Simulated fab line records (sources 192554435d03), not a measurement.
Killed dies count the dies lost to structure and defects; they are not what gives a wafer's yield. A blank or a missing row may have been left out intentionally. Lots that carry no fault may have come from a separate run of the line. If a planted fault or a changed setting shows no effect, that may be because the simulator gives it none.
Split-lot experiment | flow n5-finfet | on a route of 1938 steps: 7 lots, 39 wafers read

== ON THE SPLIT ==
At N5_BEOL_M1_ILD_DEP_00 (deposits SiOC from DEMS/O2, target thk 79 nm, time 15.3 s), the setting target-thk-a was moved away from the recipe's 790 angstrom on 15 of the 39 wafers read, by -27.1% to +54.7%. This setting was run at the recipe's value on the other wafers.

There is no step in the file separating the split from the reading.

== THE READING ==
M1_ILD_THK in nanometres, read at N5_BEOL_M1_THK_MEAS_01. Typical for fault-free wafers on this fab line: 79.1 nm, with standard deviation 1.3 nm.

wafer  | tool, chamber at the split | target-thk-a as run, angstrom | against the recipe | M1_ILD_THK, nm | against lot-mates on the recipe
L076.1 | pecvd-03, 1                | 1222                          | +54.7%             | 121.7          | +42.2
L076.2 | pecvd-03, 0                | 1222                          | +54.7%             | 122.0          | +42.5
L076.3 | pecvd-03, 2                | 790                           | recipe             | 79.0           | -
L076.4 | pecvd-03, 1,0              | 790                           | recipe             | 79.8           | -
L076.5 | pecvd-03, 2                | 1222                          | +54.7%             | 124.2          | +44.7
L076.6 | pecvd-03, 1,0              | 790                           | recipe             | 79.7           | -
L079.1 | pecvd-04, 1                | 790                           | recipe             | 79.8           | -
L079.2 | pecvd-04, 2                | 790                           | recipe             | 78.2           | -
L079.3 | pecvd-04, 0                | 790                           | recipe             | 77.6           | -
L079.4 | pecvd-04, 0                | 790                           | recipe             | 78.6           | -
L079.5 | pecvd-04, 1                | 790                           | recipe             | 82.1           | -
L079.6 | pecvd-04, 2                | 790                           | recipe             | 79.8           | -
L084.1 | pecvd-04, 0                | 790                           | recipe             | 77.4           | -
L084.2 | pecvd-04, 1                | 790                           | recipe             | 80.6           | -
L084.3 | pecvd-04, 2                | 1159                          | +46.7%             | 115.1          | +35.3
L084.4 | pecvd-04, 2                | 1159                          | +46.7%             | 115.6          | +35.8
L084.5 | pecvd-04, 1                | 790                           | recipe             | 81.4           | -
L084.6 | pecvd-04, 0                | 1159                          | +46.7%             | 115.4          | +35.6
L087.2 | pecvd-04, 2                | 790                           | recipe             | 78.0           | -
L087.4 | pecvd-04, 2                | 790                           | recipe             | 79.1           | -
L087.5 | pecvd-04, 0                | 790                           | recipe             | 77.4           | -
L091.1 | pecvd-02, 0                | 575.6                         | -27.1%             | 58.1           | -21.1
L091.2 | pecvd-02, 1                | 790                           | recipe             | 78.7           | -
L091.3 | pecvd-02, 0                | 790                           | recipe             | 79.8           | -
L091.4 | pecvd-02, 1                | 575.6                         | -27.1%             | 58.5           | -20.7
L091.5 | pecvd-02, 0                | 790                           | recipe             | 79.0           | -
L091.6 | pecvd-02, 1                | 575.6                         | -27.1%             | 58.9           | -20.3
L092.1 | pecvd-04, 0                | 937.9                         | +18.7%             | 92.0           | +13.2
L092.2 | pecvd-04, 2                | 790                           | recipe             | 78.1           | -
L092.3 | pecvd-04, 0                | 937.9                         | +18.7%             | 94.3           | +15.5
L092.4 | pecvd-04, 2                | 937.9                         | +18.7%             | 94.7           | +15.9
L092.5 | pecvd-04, 0                | 790                           | recipe             | 78.7           | -
L092.6 | pecvd-04, 2                | 790                           | recipe             | 79.6           | -
L097.1 | pecvd-04, 1                | 647.6                         | -18.0%             | 64.3           | -14.4
L097.2 | pecvd-04, 2                | 647.6                         | -18.0%             | 64.0           | -14.7
L097.3 | pecvd-04, 0                | 790                           | recipe             | 77.0           | -
L097.4 | pecvd-04, 1                | 790                           | recipe             | 80.6           | -
L097.5 | pecvd-04, 2                | 647.6                         | -18.0%             | 64.3           | -14.4
L097.6 | pecvd-04, 0                | 790                           | recipe             | 78.5           | -
The file does not say which wafer passed through which chamber wherever a row lists several chambers: such a row stands for several wafers.

THE FIT
A straight line over all 39 wafers: M1_ILD_THK changes by +0.786 nm for each +1% of target-thk-a; r = +1.00; the points scatter about the line by 1.2 nm.
The same after taking each lot's own level away (the mean of its wafers on the recipe; 39 wafers): +0.778 nm for each +1%; r = +1.00; scatter 1.1 nm.
According to that fit, moving target-thk-a by its largest amount changes the reading by 43 nm.
The lots' own levels span 78.17 to 79.80 nm, that is 1.3 times the standard deviation above.
The two slopes agree, so the slope changes little with the lot-to-lot level.
Check: +42.6 nm against its lot-mates is what the line predicts for one of the wafers moved furthest among these (+54.7%) when that wafer is left out of the fit. Against them it came out at +42.2 nm.

== THE OTHER SPLITS THESE WAFERS WENT THROUGH ==
Other splits were also applied to these wafers ahead of the reading. Each is held against what the fit with the lots' levels taken away leaves over:
other split on the same wafers              | wafers away from the commonest value | r with M1_ILD_THK (lot level and that fit taken away)
N5_ZERO_LAYER_ETCH_18 target-depth-a        | 18                                   | +0.04
N5_FIN_SAQP_HM_DEP_03 time-s                | 12                                   | +0.14
N5_SD_EPI_P_DESCUM_14 time-s                | 12                                   | -0.03
N5_MOL_CONTACT_COAG_ETCH_124 target-depth-a | 18                                   | -0.35

== THE WHOLE CHAIN: every reading that the file lists as answering this split, in the file's order ==
step                   | what it does                                              | reading                                                                            | change (the file's fit)               | r (the file's)
N5_BEOL_M1_ILD_DEP_00  | deposits SiOC from DEMS/O2, target thk 79 nm, time 15.3 s | SiOC_of_BEOL_M1_ILD_DEP_00.thk-nm (the simulator's own value, which no gauge read) | +0.778 nm for each +1% of the setting | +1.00
N5_BEOL_M1_THK_MEAS_01 |                                                           | M1_ILD_THK                                                                         | +0.778 for each +1% of the setting    | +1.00

== THE FILE'S OWN FIT ==
M1_ILD_THK changes by +0.778 nm for each +1% of target-thk-a, r = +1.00.
